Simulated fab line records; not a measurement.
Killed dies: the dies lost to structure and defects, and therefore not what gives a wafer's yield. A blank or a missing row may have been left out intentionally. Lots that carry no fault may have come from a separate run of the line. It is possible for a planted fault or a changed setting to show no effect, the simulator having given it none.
fab line records | flow n5Finfet
record lots=10 wafers=30 lastDay=18
route steps=1938 shown BEOL_M12@1616 PASSIVATION@1936
lots untouched by any fault: they come from a run of this same line in which no faults occurred
startH: the number of hours between the record's first day and the start of the first shown wafer of the lot | waitH: how many hours have passed since the lot's step before this one | " repeats the value in the row above | L1.1+2: a row that stands for several wafers | - either no value or no given start | * or withheld: withheld | < > ~ a bound
route shown NAME@n: NAME is a module with steps in the file, n the number in the route of the first one | usual: mean/standard deviation of fault-free wafers | same: alike in all rows | chamber/n: place in a boat | sites: per-site readings | _std_site: the values' standard deviation | _edge_site: outer sites' mean less inner sites' | radiusMm: how far each site lies from the wafer's centre | mask NAME#n: copy n | behind: the last tool/chamber to shape the wafer | hold: the reason the lot was held/the length of the hold in hours/how it ended | device: names the non-switching transistor (n, p or np) | end of line: tests run on the same wafers once the route is complete | a step without rows: its recipe alone | killed: the dies lost at the first sort to structure and to defects; this is not the yield of the wafer | map: a wafer's dies, marking killed ones x, the rest . and places with no die _
set.NAME: the setting the step ran with; set.NAME@STEP: the setting that earlier step ran with | model.NAME: the simulator's own value behind a step, which no gauge read
a sample of lots followed through the steps of the route, with each step as a table and each wafer as a row
services: a tool's chamber out of use, with start hour (startH, from the record's first day; less than 0 if before it), hours out, and reason
## steps
# step N5_BEOL_M12_ETCH_59
# recipe chemistry=N2/H2 target=BARC targetDepthA=890 overetchA=267 timeS=67.9 ionEnergyEv=200 pressureMtorr=30 sourceW=840 biasW=150 n2FlowSccm=200 h2FlowSccm=200
# usual drypumpMotorCurrentA=5.8/0.57 oesProductAu=0.66/0.072 rfVppV=523.5/2.7 showerheadPlenumPTorr=2.53/0.092 throttleValvePct=17.88/0.29
# columns lot.wafer tool chamber startH waitH drypumpMotorCurrentA oesProductAu rfHoursCounterH rfVppV showerheadPlenumPTorr throttleValvePct
L687.3 rieDiel-02 2 245.17 0.0 6.1 0.65 134 523.0 2.56 17.95
L687.4 " 0 " " 5.7 0.65 171 523.6 2.52 17.83
L687.5 " 2 " " 6.1 0.65 - 526.5 2.56 17.93
L689.3 rieDiel-05 1 249.83 0.0 6.7 0.65 138 524.3 2.54 17.54
L689.4 " 2 " " 6.3 0.61 218 523.9 2.53 18.40
L689.6 " 1 " " 6.7 0.65 - 524.4 2.54 17.53
L691.1 rieDiel-06 2 271.93 0.0 4.9 0.58 240 526.4 2.61 18.35
L691.2 " 0 " " 5.8 0.58 245 520.3 2.39 18.23
L691.4 " 1 " " 5.5 0.59 220 520.2 2.41 18.39
L692.1 rieDiel-06 2 301.40 0.0 4.9 0.57 251 525.7 2.61 18.38
L692.3 " 1 " " 5.5 0.59 231 519.1 2.40 18.39
L692.6 " 3 " " 5.0 0.60 - 521.0 2.42 17.62
L697.2 rieDiel-02 1 319.54 0.0 6.7 0.66 129 527.5 2.65 17.47
L697.4 " 0 " " 5.7 0.64 - 523.7 2.51 17.86
L697.5 " 2 " " 6.1 0.64 - 523.4 2.55 18.00
L698.1 rieDiel-06 1 332.16 0.0 5.5 0.58 240 519.6 2.40 18.40
L698.3 " 0 " " 5.8 0.78 10 528.8 2.71 17.87
L698.5 " 3 " " 5.0 0.59 - 520.0 2.42 17.63
L696.3 rieDiel-02 2 334.85 0.0 6.1 0.62 167 523.9 2.54 18.01
L696.5 " 2 " " 6.1 0.63 - 523.5 2.54 18.01
L696.6 " 1 " " 6.7 0.65 - 526.7 2.65 17.49
L706.1 rieDiel-05 0 364.00 0.0 6.4 0.65 160 523.9 2.54 17.91
L706.4 " 3 " " 5.5 0.67 110 520.2 2.46 17.88
L706.6 " 2 " " 6.3 0.83 - 524.2 2.51 18.03
L705.2 rieDiel-06 3 379.85 0.0 5.0 0.58 247 519.7 2.41 17.64
L705.5 " 3 " " 5.0 0.59 - 520.0 2.41 17.66
L705.6 " 2 " " 4.9 0.78 - 525.6 2.60 17.87
L704.3 rieDiel-06 1 380.58 0.0 5.5 0.83 1 529.8 2.71 17.98
L704.5 " 2 " " 4.9 0.77 - 523.9 2.60 17.90
L704.6 " 1 " " 5.5 0.84 - 527.3 2.71 17.98
# step N5_BEOL_M12_STRIP_64
# recipe chemistry=N2/H2 powerW=1000 tempC=250 h2Frac=0.65 overashFraction=0.3 pressureMtorr=withheld n2FlowSccm=1750 h2FlowSccm=3250
# usual drypumpMotorCurrentA=5.97/0.11 heaterPowerW=314/33 oesProductAu=0.714/0.0048 stripTimeToEndpointS=31.34/0.078
# columns lot.wafer tool chamber startH waitH drypumpMotorCurrentA heaterPowerW oesProductAu rfHoursCounterH stripTimeToEndpointS
L687.3 plasmaAsher-01 0 245.50 0.0 6.07 342 0.719 - 31.29
L687.4 " 1 " " 5.90 329 0.711 - 31.26
L687.5 " 1 " " 5.89 334 0.712 - 31.33
L689.3 plasmaAsher-01 0 250.16 0.0 6.10 336 0.715 - 31.42
L689.4 " 1 " " 5.89 327 0.704 - 31.47
L689.6 " 1 " " 5.87 324 0.713 - 31.41
L691.1 plasmaAsher-02 0 272.24 0.0 6.03 245 0.715 71 31.38
L691.2 " 1 " " 5.78 286 0.725 71 31.36
L691.4 " 0 " " 6.04 244 0.712 - 31.33
L692.1 plasmaAsher-01 1 301.71 0.0 5.90 321 0.711 137 31.40
L692.3 " 0 " " 6.08 353 0.713 - 31.42
L692.6 " 0 " " 6.06 349 0.713 - 31.46
L697.2 plasmaAsher-01 1 319.85 0.0 5.92 326 0.714 141 31.36
L697.4 " 0 " " 6.09 342 0.713 - 31.39
L697.5 " 0 " " 6.07 337 0.721 - 31.33
L698.1 plasmaAsher-02 1 332.47 0.0 5.79 287 0.710 81 31.25
L698.3 " 0 " " 6.02 253 0.715 - 31.20
L698.5 " 0 " " 6.03 250 0.719 - 31.27
L696.3 plasmaAsher-01 0 335.18 0.0 6.11 327 0.721 - 31.40
L696.5 " 0 " " 6.08 327 0.715 - 31.43
L696.6 " 1 " " 5.87 334 0.719 - 31.46
L706.1 plasmaAsher-02 1 364.31 0.0 5.82 281 0.714 87 31.47
L706.4 " 0 " " 6.03 250 0.711 - 31.52
L706.6 " 1 " " 5.81 279 0.709 - 31.47
L705.2 plasmaAsher-01 0 380.17 0.0 6.05 348 0.724 154 31.29
L705.5 " 0 " " 6.09 335 0.718 - 31.24
L705.6 " 1 " " 5.91 321 0.704 - 31.24
L704.3 plasmaAsher-01 0 380.92 0.0 6.07 341 0.713 - 31.27
L704.5 " 0 " " 6.08 339 0.716 - 31.25
L704.6 " 1 " " 5.94 325 0.714 - 31.25
# step N5_BEOL_M12_STRIP_71
# recipe chemistry=postEtchResidueRemover timeS=60 tempC=25 removerPh=withheld removerWaterWtPct=withheld removerFluorideWtPct=withheld
# columns lot.wafer tool chamber startH waitH
L687.3+4+5 wetBench-04 6,4,1 245.57 0.0
L689.3+4+6 wetBench-01 7,3,2 250.22 0.0
L691.1+2+4 wetBench-04 7,2,1 272.33 0.1
L692.1+3+6 wetBench-01 0,6,7 301.80 0.1
L697.2+4+5 wetBench-01 1,4,6 319.94 0.1
L698.1+3+5 wetBench-04 3,2,0 332.55 0.1
L696.3+5+6 wetBench-01 5,6,7 335.25 0.0
L706.1+4+6 wetBench-04 3,0,6 364.39 0.1
L705.2+5+6 wetBench-03 6,4,5 380.25 0.1
L704.3+5+6 wetBench-03 6,2,5 380.99 0.0
# step N5_BEOL_M12_CD_MEAS_17
# recipe targetCdNm=140 polarity=opening
# usual cdNm=141.3/1.8
# columns lot.wafer tool chamber startH waitH cdNm
L687.3 cdSem-01 - 245.63 0.0 142.2
L687.4 " - " " 142.2
L687.5 " - " " 140.4
L689.3 cdSem-02 - 250.29 0.0 139.8
L689.4 " - " " 137.6
L689.6 " - " " 140.1
L691.1 cdSem-03 - 272.39 0.0 143.3
L691.2 " - " " 139.9
L691.4 " - " " 144.1
L692.1 cdSem-03 - 301.86 0.0 144.3
L692.3 " - " " 142.2
L692.6 " - " " 141.2
L697.2 cdSem-02 - 320.00 0.0 141.2
L697.4 " - " " 142.6
L697.5 " - " " 139.9
L698.1 cdSem-03 - 332.61 0.0 143.5
L698.3 " - " " 144.8
L698.5 " - " " 141.7
L696.3 cdSem-03 - 335.31 0.0 142.1
L696.5 " - " " 142.0
L696.6 " - " " 142.5
L706.1 cdSem-01 - 364.46 0.0 144.8
L706.4 " - " " 142.8
L706.6 " - " " 138.7
L705.2 cdSem-02 - 380.31 0.0 140.0
L705.5 " - " " 140.3
L705.6 " - " " 142.0
L704.3 cdSem-03 - 381.05 0.0 140.1
L704.5 " - " " 144.3
L704.6 " - " " 141.5
# step N5_BEOL_M12_INSPECT_30
# recipe mode=adi inspectInstrument=macro
# usual rawDefectCount=2.0/1.4
# columns lot.wafer tool chamber startH waitH rawDefectCount
L687.3 defectInspect-01 - 246.02 0.0 3
L687.4 " - " " 2
L687.5 " - " " 3
L689.3 defectInspect-02 - 250.79 0.0 2
L689.4 " - " " 1
L689.6 " - " " 0
L691.1 defectInspect-01 - 272.77 0.0 2
L691.2 " - " " 3
L691.4 " - " " 0
L692.1 defectInspect-01 - 302.37 0.0 1
L692.3 " - " " 2
L692.6 " - " " 3
L697.2 defectInspect-02 - 320.50 0.0 257
L697.4 " - " " 236
L697.5 " - " " 263
L698.1 defectInspect-01 - 333.12 0.0 0
L698.3 " - " " 1
L698.5 " - " " 3
L696.3 defectInspect-01 - 335.81 0.0 291
L696.5 " - " " 250
L696.6 " - " " 258
L706.1 defectInspect-01 - 364.84 0.0 0
L706.4 " - " " 4
L706.6 " - " " 2
L705.2 defectInspect-01 - 380.82 0.0 2
L705.5 " - " " 2
L705.6 " - " " 2
L704.3 defectInspect-02 - 381.56 0.0 3
L704.5 " - " " 2
L704.6 " - " " 1
# step N5_PASSIVATION_PROBE_49
# usual defectLimitedYield=91.4/1.5 killed_at_M0_to_M3=33/11 killed_at_M4_up=14/5.3 killedAtContacts=13/6.2 killedAtFrontEnd=39/13 killedAtOther=3.1/2.8 killedDies=102/17 killedOpen=68/13 killedShort=32/7.8 sort_bin_5_function=5.1/0.95 sort_bin_6_memory=3.2/0.7 sort_bin_8_speed=0.02/0.16 sortNPass=1078/18 sortYieldPct=91.3/1.5
# same grossDies=1180 killedAtBackSide=0 sort_bin_4_leakage[%]=0
# columns lot.wafer tool chamber startH waitH defectLimitedYield[%] killed_at_M0_to_M3 killed_at_M4_up killedAtContacts killedAtFrontEnd killedAtOther killedDies killedOpen killedShort sort_bin_5_function[%] sort_bin_6_memory[%] sort_bin_8_speed[%] sortNPass sortYieldPct[%]
L687.3 prober-01 - 282.14 0.1 92.5 26 19 3 39 1 88 51 32 4.4 2.6 0 1092 92.5
L687.4 prober-01 - 282.19 0.2 90.8 51 9 3 45 1 109 67 41 5.4 3.5 0 1071 90.8
L687.5 prober-01 - 282.24 0.2 92.2 38 12 10 28 4 92 60 30 5.1 2.7 0 1088 92.2
L689.3 prober-02 - 285.12 0.1 90.8 37 31 6 34 1 109 83 26 5.6 3.6 0 1071 90.8
L689.4 prober-02 - 285.17 0.2 91.1 27 22 13 43 0 105 77 24 4.4 3.9 0.17 1073 90.9
L689.6 prober-02 - 285.27 0.3 88.4 30 37 26 44 0 137 96 40 7.0 4.2 0.08 1042 88.3
L691.1 prober-01 - 309.99 0.0 91.4 32 10 15 43 1 101 81 20 4.9 3.6 0 1079 91.4
L691.2 prober-01 - 310.04 0.1 91.6 32 12 18 37 0 99 72 27 5.5 2.7 0 1081 91.6
L691.4 prober-01 - 310.14 0.2 90.9 42 20 9 35 1 107 69 38 5.3 3.2 0 1073 90.9
L692.1 prober-01 - 336.63 0.3 91.4 30 23 5 41 2 101 67 34 5.0 3.4 0 1079 91.4
L692.3 prober-01 - 336.73 0.4 90.6 31 16 8 55 1 111 68 38 5.8 3.1 0 1069 90.6
L692.6 prober-01 - 336.88 0.5 90.8 35 19 12 41 2 109 77 32 4.9 4.2 0 1071 90.8
L697.2 prober-02 - 359.19 0.1 84.3 28 93 19 38 7 185 71 32 9.3 5.1 0 995 84.3
L697.4 prober-02 - 359.29 0.2 85.3 13 94 17 47 3 174 61 28 10.3 3.1 0 1006 85.3
L697.5 prober-02 - 359.34 0.2 84.6 17 110 22 33 0 182 64 19 10.0 4.3 0 998 84.6
L698.1 prober-01 - 371.70 0.0 93.4 19 19 6 28 6 78 51 24 4.1 2.5 0 1102 93.4
L698.3 prober-01 - 371.80 0.1 90.8 35 22 5 45 1 108 70 36 5.5 3.4 0 1072 90.8
L698.5 prober-01 - 371.90 0.2 91.2 38 16 4 38 8 104 62 42 5.3 2.9 0 1076 91.2
L696.3 prober-02 - 372.97 0.1 82.8 24 109 19 38 13 203 69 33 10.7 4.9 0 977 82.8
L696.5 prober-02 - 373.07 0.2 83.4 27 120 10 31 8 196 71 33 10.3 4.7 0 984 83.4
L696.6 prober-02 - 373.12 0.3 85.3 35 97 13 25 3 173 67 24 10.3 3.2 0 1007 85.3
L706.1 prober-01 - 404.50 0.0 92.5 44 9 9 26 1 89 65 24 4.4 3.0 0 1091 92.5
L706.4 prober-01 - 404.65 0.2 90.3 36 20 19 37 3 115 73 42 5.9 3.5 0 1065 90.3
L706.6 prober-01 - 404.75 0.3 95.0 20 10 12 16 1 59 35 24 2.6 2.3 0 1121 95.0
L705.2 prober-02 - 422.91 0.1 90.2 56 6 6 45 3 116 65 41 4.8 3.9 0 1064 90.2
L705.5 prober-02 - 423.06 0.2 89.6 34 13 18 56 2 123 84 36 6.8 3.1 0 1057 89.6
L705.6 prober-02 - 423.11 0.3 89.0 46 13 14 55 2 130 76 52 6.4 3.9 0 1050 89.0
L704.3 prober-02 - 425.66 0.1 92.5 38 14 8 26 2 88 53 33 5.3 1.9 0 1092 92.5
L704.5 prober-02 - 425.76 0.2 89.2 56 11 15 37 9 128 80 47 5.8 4.4 0 1052 89.2
L704.6 prober-02 - 425.81 0.3 92.1 38 11 11 31 2 93 52 35 4.7 2.9 0 1087 92.1
# killed by level:class
L687.3 STI_FIN_REVEAL:geometricParticle:open=11 BEOL_M0_SAQP:geometricParticle:short=11 FIN_SAQP:geometricParticle:short=8 BEOL_M0_SAQP:geometricParticle:open=6 BEOL_M4:geometricParticle:open=6 FIN_SAQP:geometricParticle:open=5 DUMMY_GATE:geometricParticle:open=3 GATE_CUT:geometricParticle:short=3
L687.4 FIN_SAQP:geometricParticle:open=16 BEOL_M0_SAQP:geometricParticle:short=15 BEOL_M0_SAQP:geometricParticle:open=12 STI_FIN_REVEAL:geometricParticle:open=8 BEOL_M2:geometricParticle:open=7 FIN_SAQP:geometricParticle:short=5 BEOL_M1:geometricParticle:open=5 STARTING-WAFER:geometricParticle:short=5
L687.5 BEOL_M0_SAQP:geometricParticle:short=12 BEOL_M0_SAQP:geometricParticle:open=11 MOL_CONTACT_COAG:geometricParticle:open=9 FIN_SAQP:geometricParticle:open=8 STI_FIN_REVEAL:geometricParticle:open=5 BEOL_M4:geometricParticle:open=5 FIN_SAQP:geometricParticle:short=4 BEOL_M1:geometricParticle:open=4
L689.3 BEOL_M4:geometricParticle:open=17 STI_FIN_REVEAL:geometricParticle:open=9 BEOL_M3:geometricParticle:open=9 DUMMY_GATE:geometricParticle:open=8 BEOL_M0_SAQP:geometricParticle:open=7 BEOL_M2:geometricParticle:open=6 BEOL_M1:geometricParticle:open=5 FIN_SAQP:geometricParticle:open=4
L689.4 STI_FIN_REVEAL:geometricParticle:open=11 MOL_CONTACT_COAG:geometricParticle:open=11 BEOL_M2:geometricParticle:open=10 BEOL_M3:geometricParticle:open=10 FIN_SAQP:geometricParticle:open=9 BEOL_M4:geometricParticle:open=8 FIN_SAQP:geometricParticle:short=5 DUMMY_GATE:geometricParticle:open=4
L689.6 MOL_CONTACT_COAG:geometricParticle:open=21 BEOL_M4:geometricParticle:open=13 FIN_SAQP:geometricParticle:open=12 STI_FIN_REVEAL:geometricParticle:open=11 FIN_SAQP:geometricParticle:short=9 BEOL_M3:geometricParticle:open=9 BEOL_M0_SAQP:geometricParticle:short=7 BEOL_M4:geometricParticle:short=6
L691.1 MOL_CONTACT_COAG:geometricParticle:open=13 BEOL_M3:geometricParticle:open=12 FIN_SAQP:geometricParticle:open=10 STI_FIN_REVEAL:geometricParticle:open=8 BEOL_M0_SAQP:geometricParticle:open=8 BEOL_M1:geometricParticle:open=7 STARTING-WAFER:geometricParticle:open=6 FIN_SAQP:geometricParticle:short=5
L691.2 MOL_CONTACT_COAG:geometricParticle:open=16 STI_FIN_REVEAL:geometricParticle:open=10 FIN_SAQP:geometricParticle:short=9 FIN_SAQP:geometricParticle:open=8 BEOL_M3:geometricParticle:open=7 BEOL_M0:geometricParticle:open=6 BEOL_M2:geometricParticle:open=6 BEOL_M1:geometricParticle:open=5
L691.4 BEOL_M0_SAQP:geometricParticle:short=12 MOL_CONTACT_COAG:geometricParticle:open=8 BEOL_M2:geometricParticle:open=7 BEOL_M4:geometricParticle:open=7 BEOL_M3:geometricParticle:open=6 BEOL_M0_SAQP:geometricParticle:open=6 FIN_SAQP:geometricParticle:short=5 BEOL_M1:geometricParticle:open=5
L692.1 FIN_SAQP:geometricParticle:open=16 BEOL_M3:geometricParticle:open=11 BEOL_M4:geometricParticle:open=10 FIN_SAQP:geometricParticle:short=9 BEOL_M0_SAQP:geometricParticle:short=8 MOL_CONTACT_COAG:geometricParticle:open=5 BEOL_M8:geometricParticle:open=5 BEOL_M0_SAQP:geometricParticle:open=3
L692.3 FIN_SAQP:geometricParticle:open=17 STI_FIN_REVEAL:geometricParticle:open=8 BEOL_M0_SAQP:geometricParticle:short=8 FIN_SAQP:geometricParticle:short=7 BEOL_M0_SAQP:geometricParticle:open=7 DUMMY_GATE:geometricParticle:open=6 MOL_CONTACT_COAG:geometricParticle:open=5 BEOL_M1:geometricParticle:short=5
L692.6 BEOL_M4:geometricParticle:open=13 FIN_SAQP:geometricParticle:open=10 DUMMY_GATE:geometricParticle:open=8 MOL_CONTACT_COAG:geometricParticle:open=8 BEOL_M2:geometricParticle:open=8 FIN_SAQP:geometricParticle:short=7 BEOL_M0_SAQP:geometricParticle:open=7 BEOL_M3:geometricParticle:open=7
L697.2 BEOL_M12:unspecified=81 MOL_CONTACT_COAG:geometricParticle:open=14 STI_FIN_REVEAL:geometricParticle:open=8 BEOL_M2:geometricParticle:open=7 BEOL_M0_SAQP:geometricParticle:short=6 BEOL_M0:geometricParticle:open=6 FIN_SAQP:geometricParticle:short=5 MOL_CONTACT_COAG:geometricParticle:short=5
L697.4 BEOL_M12:unspecified=82 MOL_CONTACT_COAG:geometricParticle:open=15 STI_FIN_REVEAL:geometricParticle:open=12 FIN_SAQP:geometricParticle:short=7 BEOL_M3:geometricParticle:open=5 DUMMY_GATE:geometricParticle:open=4 FIN_SAQP:geometricParticle:open=3 FIN_CUT:geometricParticle:open=3
L697.5 BEOL_M12:unspecified=98 MOL_CONTACT_COAG:geometricParticle:open=18 FIN_SAQP:geometricParticle:open=8 BEOL_M3:geometricParticle:open=7 STI_FIN_REVEAL:geometricParticle:open=6 DUMMY_GATE:geometricParticle:open=4 MOL_CONTACT_COAG:geometricParticle:short=4 BEOL_M2:geometricParticle:open=4
L698.1 BEOL_M4:geometricParticle:open=14 FIN_SAQP:geometricParticle:open=9 FIN_SAQP:geometricParticle:short=5 BEOL_M1:geometricParticle:short=5 MOL_CONTACT_COAG:geometricParticle:open=4 BEOL_M1:geometricParticle:open=4 BEOL_M0:geometricParticle:open=3 BEOL_M3:geometricParticle:open=3
L698.3 FIN_SAQP:geometricParticle:open=14 BEOL_M4:geometricParticle:open=13 FIN_SAQP:geometricParticle:short=11 BEOL_M2:geometricParticle:open=9 BEOL_M0_SAQP:geometricParticle:short=5 BEOL_M1:geometricParticle:open=5 BEOL_M3:geometricParticle:open=5 BEOL_M0_SAQP:geometricParticle:open=4
L698.5 BEOL_M4:geometricParticle:open=12 BEOL_M1:geometricParticle:open=11 BEOL_M0_SAQP:geometricParticle:open=8 FIN_SAQP:geometricParticle:open=6 GATE_CUT:geometricParticle:short=6 BEOL_M0_SAQP:geometricParticle:short=6 FIN_SAQP:geometricParticle:short=5 DUMMY_GATE:geometricParticle:open=5
L696.3 BEOL_M12:unspecified=100 MOL_CONTACT_COAG:geometricParticle:open=15 FIN_SAQP:geometricParticle:open=9 FIN_SAQP:geometricParticle:short=6 BEOL_M0_SAQP:geometricParticle:open=6 BEOL_M3:geometricParticle:open=6 STI_FIN_REVEAL:geometricParticle:open=5 DUMMY_GATE:geometricParticle:open=5
L696.5 BEOL_M12:unspecified=92 BEOL_M4:geometricParticle:open=14 STI_FIN_REVEAL:geometricParticle:open=10 MOL_CONTACT_COAG:geometricParticle:open=7 BEOL_M2:geometricParticle:open=6 BEOL_M0_SAQP:geometricParticle:short=5 BEOL_M3:geometricParticle:open=5 BEOL_M0_SAQP:geometricParticle:open=4
L696.6 BEOL_M12:unspecified=82 BEOL_M3:geometricParticle:open=16 MOL_CONTACT_COAG:geometricParticle:open=11 BEOL_M4:geometricParticle:open=7 BEOL_M0_SAQP:geometricParticle:short=5 BEOL_M2:geometricParticle:open=5 STI_FIN_REVEAL:geometricParticle:open=4 DUMMY_GATE:geometricParticle:open=4
L706.1 BEOL_M0_SAQP:geometricParticle:open=19 BEOL_M0_SAQP:geometricParticle:short=11 MOL_CONTACT_COAG:geometricParticle:open=8 FIN_SAQP:geometricParticle:open=5 DUMMY_GATE:geometricParticle:open=4 BEOL_M2:geometricParticle:open=4 BEOL_M3:geometricParticle:open=4 STARTING-WAFER:geometricParticle:open=4
L706.4 BEOL_M0_SAQP:geometricParticle:short=16 MOL_CONTACT_COAG:geometricParticle:open=15 BEOL_M0_SAQP:geometricParticle:open=13 BEOL_M4:geometricParticle:open=9 FIN_SAQP:geometricParticle:short=7 STI_FIN_REVEAL:geometricParticle:open=7 FIN_SAQP:geometricParticle:open=6 STARTING-WAFER:geometricParticle:open=5
L706.6 MOL_CONTACT_COAG:geometricParticle:open=10 BEOL_M0_SAQP:geometricParticle:open=8 BEOL_M0_SAQP:geometricParticle:short=7 BEOL_M2:geometricParticle:short=4 BEOL_M6:geometricParticle:open=4 FIN_SAQP:geometricParticle:short=3 FIN_SAQP:geometricParticle:open=3 STARTING-WAFER:geometricParticle:short=3
L705.2 BEOL_M0_SAQP:geometricParticle:short=11 BEOL_M0_SAQP:geometricParticle:open=10 BEOL_M3:geometricParticle:open=10 STI_FIN_REVEAL:geometricParticle:open=9 FIN_SAQP:geometricParticle:open=8 BEOL_M2:geometricParticle:open=8 HKMG_FIN:areaEtch=8 FIN_SAQP:geometricParticle:short=7
L705.5 MOL_CONTACT_COAG:geometricParticle:open=15 FIN_SAQP:geometricParticle:open=12 STI_FIN_REVEAL:geometricParticle:open=12 BEOL_M0_SAQP:geometricParticle:open=9 BEOL_M0_SAQP:geometricParticle:short=9 FIN_SAQP:geometricParticle:short=6 DUMMY_GATE:geometricParticle:open=6 BEOL_M2:geometricParticle:open=5
L705.6 FIN_SAQP:geometricParticle:open=12 FIN_SAQP:geometricParticle:short=9 BEOL_M2:geometricParticle:open=9 STARTING-WAFER:geometricParticle:short=9 MOL_CONTACT_COAG:geometricParticle:open=8 BEOL_M0_SAQP:geometricParticle:open=8 BEOL_M0_SAQP:geometricParticle:short=7 BEOL_M1:geometricParticle:open=7
L704.3 BEOL_M0_SAQP:geometricParticle:open=15 BEOL_M4:geometricParticle:open=10 BEOL_M0_SAQP:geometricParticle:short=8 MOL_CONTACT_COAG:geometricParticle:open=5 FIN_SAQP:geometricParticle:short=4 BEOL_M2:geometricParticle:short=4 FIN_SAQP:geometricParticle:open=3 DUMMY_GATE:geometricParticle:short=3
L704.5 BEOL_M0_SAQP:geometricParticle:short=18 BEOL_M0_SAQP:geometricParticle:open=17 MOL_CONTACT_COAG:geometricParticle:open=13 BEOL_M4:geometricParticle:open=7 PASS1_DEP:geometricParticle:short=7 GATE_CUT:geometricParticle:open=6 BEOL_M2:geometricParticle:open=6 BEOL_M3:geometricParticle:short=6
L704.6 BEOL_M0_SAQP:geometricParticle:open=11 MOL_CONTACT_COAG:geometricParticle:open=11 BEOL_M0_SAQP:geometricParticle:short=9 BEOL_M4:geometricParticle:open=7 STARTING-WAFER:geometricParticle:short=6 BEOL_M3:geometricParticle:short=5 FIN_SAQP:geometricParticle:short=4 STI_FIN_REVEAL:geometricParticle:open=4
## services
# columns tool chamber startH hours kind
rieDiel-06 - 227.77 0.4 repair
rieDiel-05 3 229.94 6.9 repair
rieDiel-05 2 235.44 7.4 repair
wetBench-03 - 255.20 2.9 repair
rieDiel-05 - 260.09 1.4 repair
wetBench-03 - 270.62 5.0 repair
plasmaAsher-02 - 275.42 2.4 repair
rieDiel-06 0 287.51 - clean
rieDiel-06 0 287.51 - consumableReplace:focusRing
rieDiel-06 0 287.51 - consumableReplace:showerhead
rieDiel-06 0 287.51 16.2 scheduledDown
rieDiel-06 0 287.51 16.2 ventCycle
rieDiel-02 0 294.09 10.7 repair
rieDiel-06 2 303.85 - clean
rieDiel-06 2 303.85 - consumableReplace:focusRing
rieDiel-06 2 303.85 30.6 scheduledDown
rieDiel-06 2 303.85 30.6 ventCycle
rieDiel-06 1 306.01 2.9 repair
plasmaAsher-01 - 329.49 0.4 repair
rieDiel-06 1 359.91 - clean
rieDiel-06 1 359.91 - consumableReplace:focusRing
rieDiel-06 1 359.91 - consumableReplace:showerhead
rieDiel-06 1 359.91 17.4 scheduledDown
rieDiel-06 1 359.91 17.4 ventCycle
## key
firstSign step=N5_BEOL_M12_INSPECT_30 reading=rawDefectCount direction=up sigmas=99+ usual=2.0 struck=259.2
effect step=N5_PASSIVATION_PROBE_49 reading=killed_at_M4_up direction=up sigmas=17 usual=14 struck=104
moreKillsBornAt N5_BEOL_M12_STRIP_71@wetBench-01=535
metAt N5_BEOL_M12_STRIP_71
struckLots L696,L697
notActingAt N5_BEOL_M12_ETCH_59,N5_BEOL_M12_STRIP_64,N5_BEOL_M12_CD_MEAS_17
onsetBetween 301.80 319.94
fault kind=chamberParticleSource tool=wetBench-01 chamber=- onsetH=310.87 steps=N5_BEOL_M12_STRIP_71 ratePerVisitCm2=0.40842 endH=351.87
